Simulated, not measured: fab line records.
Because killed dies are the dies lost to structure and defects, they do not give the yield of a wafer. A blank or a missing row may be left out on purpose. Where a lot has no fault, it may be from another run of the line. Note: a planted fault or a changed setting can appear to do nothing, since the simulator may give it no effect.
Struck lot and sound lot, side by side + flow nandHarc + 15 steps out of a route of 1302
Sound: wafers L336.2, L336.3, L336.4. Wafers struck: L339.1, L339.2, L339.5. Last of all comes the cause.
At each step with rows: each side's tool, then ch and its chambers, then its first start. Under that, the readings that differ: sound wafers + struck wafers + difference of the means + sigmas: that difference in standard deviations of wafers without a fault.
alike: readings with means less than 2 such deviations apart, plus words and numbers identical on both sides. not compared: withheld readings, readings lacking a value on some wafer, bounds such as >300 that could conceal the same value, and numbers that have no deviation in the record and whose values overlap.
The two part at a step that has a row with sigmas, a row that says differs or no value, or rows on one side only. Non-overlapping numbers with no deviation appear without sigmas and do not part them. A reading missing from all wafers of one side parts the sides only when that side holds two or more wafers.

first, 5 steps without rows for these wafers: NHARC_A_CHANNEL_HOLE_D1_SOFTBAKE_05 (time 55 s); NHARC_A_CHANNEL_HOLE_D1_EBR_06; NHARC_A_CHANNEL_HOLE_D1_EXPOSE_07 (exposes mask HOLE D1, target cd 100 nm); NHARC_A_CHANNEL_HOLE_D1_PEB_08 (peb time 65 s); NHARC_A_CHANNEL_HOLE_D1_DEVELOP_09 (develop time 35 s).
NHARC_A_CHANNEL_HOLE_D1_CD_MEAS_10: the cd target is 100 nm.
  sound on cdSem-01 ch 0, day 10 05:17; struck on cdSem-02 ch 0, day 10 17:43
  alike: cdNm
NHARC_A_CHANNEL_HOLE_D1_OVL_MEAS_11:
  struck on overlay-02, day 10 17:49; sound on overlay-02, day 10 05:23
  alike: overlayXNm, overlayYNm
NHARC_A_CHANNEL_HOLE_D1_INSPECT_12:
  struck on defectInspect-01, day 10 17:50; sound on defectInspect-02, day 10 05:25
  alike: rawDefectCount
NHARC_A_CHANNEL_HOLE_D1_DESCUM_15: chemistry O2, time 3 s.
  sound on rieDiel-07 ch 0,1,3, day 10 05:29; struck on rieDiel-07 ch 0,1, day 10 17:54
  alike: drypumpMotorCurrentA, oesProductAu, rfVppV, showerheadPlenumPTorr, throttleValvePct
  not compared: rfHoursCounterH
NHARC_A_CHANNEL_HOLE_D1_ETCH_38: etches the open film in CF4, target depth 39 nm, time 65 s.
  sound on rieDiel-07 ch 1,2,3, day 10 05:35; struck on rieDiel-07 ch 2,3, day 10 17:59
  alike: biasW, cf4FlowSccm, drypumpMotorCurrentA, oesProductAu, rfVppV, showerheadPlenumPTorr, throttleValvePct
  not compared: rfHoursCounterH
NHARC_A_CHANNEL_HOLE_D1_ETCH_39: etches the open film in N2/H2, target depth 260 nm, time 325 s.
  sound on rieDiel-07 ch 0,1,3; struck on rieDiel-07 ch 0,1,2
  alike: biasW, chamberPressureMTorr, drypumpMotorCurrentA, oesProductAu, rfVppV, showerheadPlenumPTorr, throttleValvePct
  not compared: rfHoursCounterH
NHARC_A_CHANNEL_HOLE_D1_ETCH_34: etches the open film in CF4/CHF3, target depth 154 nm, time 77 s.
  sound on rieDiel-07 ch 0,1,3; struck on rieDiel-07 ch 1,2
  alike: biasW, cf4FlowSccm, drypumpMotorCurrentA, oesProductAu, rfVppV, showerheadPlenumPTorr, throttleValvePct
  not compared: rfHoursCounterH
NHARC_A_CHANNEL_HOLE_D1_ETCH_16: etches the open film in O2/COS, target depth 3100 nm, time 806 s.
  sound on rieDiel-07 ch 0,1,3, day 10 06:07; struck on rieDiel-07 ch 1,2, day 10 18:26
  no value came back on the struck wafers for any of 8 readings (biasW (W), chamberPressureMTorr (mTorr) and others); on the sound wafers biasW (W) reads 298.5 300.6 299.7
NHARC_A_CHANNEL_HOLE_D1_CD_MEAS_18:
  struck on cdSem-02, day 10 19:01; sound on cdSem-03, day 10 06:38
  alike: cdNm
-- break in the record here, with 17 days between the starts of the struck wafers on either side (left off in module A_CHANNEL_HOLE_D1, picked up again in module END, where the first step shown is number 1302 on the route) --
NHARC_END_SORT_01:
  sound on prober-02 ch 0, day 27 07:51; struck on prober-01 ch 0, day 27 13:06
| reading       | sound     | struck                                                            | difference                   | sigmas |
|---------------|-----------|-------------------------------------------------------------------|------------------------------|--------|
| hold          | - - -     | awaitDispo/2.7h/scrap awaitDispo/2.7h/scrap awaitDispo/2.7h/scrap | no value on the sound wafers |        |
| killedAtArray | 119 85 87 | 665 669 671                                                       | +571                         | +27    |
| killedDies    | 124 96 90 | 677 677 677                                                       | +574                         | +27    |
  alike: killedAtOther, killedAtPeriphery, killedOpen, killedShort

== WHERE THEY PART ==
At NHARC_A_CHANNEL_HOLE_D1_ETCH_16 first; at NHARC_END_SORT_01 last (within this record only).

WHY: the cause the simulator had injected
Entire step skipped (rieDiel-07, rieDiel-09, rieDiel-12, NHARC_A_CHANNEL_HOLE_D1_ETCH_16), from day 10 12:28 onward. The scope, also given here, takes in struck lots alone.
